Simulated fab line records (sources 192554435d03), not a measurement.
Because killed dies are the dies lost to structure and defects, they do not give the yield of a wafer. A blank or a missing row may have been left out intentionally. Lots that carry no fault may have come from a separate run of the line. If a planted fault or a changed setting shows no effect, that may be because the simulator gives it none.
Matching of chambers + flow n5-finfet + N5_BEOL_M6_ALD_77 on ald-metal-03 has 4 sister chambers
The step deposits TaN, target thk 2 nm, pulse time 2 s, purge time 3 s. 4 wafers are shown with their chamber, then 8 later ones without.

## WAFERS WITH THEIR CHAMBER
| wafer  | chamber | heater-power-w (W) |
|--------|---------|--------------------|
| L091.1 | 0       | 501                |
| L092.6 | 1       | 394                |
| L090.3 | 2       | 413                |
| L093.1 | 3       | 463                |

## WAFERS WITH NO CHAMBER GIVEN
| wafer  | heater-power-w (W) |
|--------|--------------------|
| L093.3 | 396                |
| L093.5 | 465                |
| L095.1 | 431                |
| L095.4 | 506                |
| L095.6 | 405                |
| L097.1 | 464                |
| L097.3 | 384                |
| L097.6 | 388                |

## WHICH CHAMBER EACH WENT THROUGH
| wafer  | from the rows above     | in truth |
|--------|-------------------------|----------|
| L093.3 | can't be placed: 1 or 2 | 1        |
| L093.5 | 3                       | 3        |
| L095.1 | can't be placed: 2 or 3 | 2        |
| L095.4 | 0                       | 0        |
| L095.6 | can't be placed: 2 or 1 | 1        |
| L097.1 | 3                       | 3        |
| L097.3 | 1                       | 1        |
| L097.6 | 1                       | 1        |
Correct placement for 5 of the 8. Can't be placed from these rows: 3 (the true chamber is among the candidates in 3). 0 placed wrongly.
How it was worked out, from the rows above alone: a wafer's distance from a chamber is the root of the sum, over the readings, of the square of ((its reading less the chamber's mean) divided by the reading's scatter). If the next closest chamber is less than 2 further off than the closest, the wafer can't be placed; otherwise it belongs to the closest. Each chamber's mean is taken over the wafers shown for it. The scatter (one wafer shown for each chamber): square how far every hidden wafer sits from the nearest shown wafer, average those squares and take the square root.
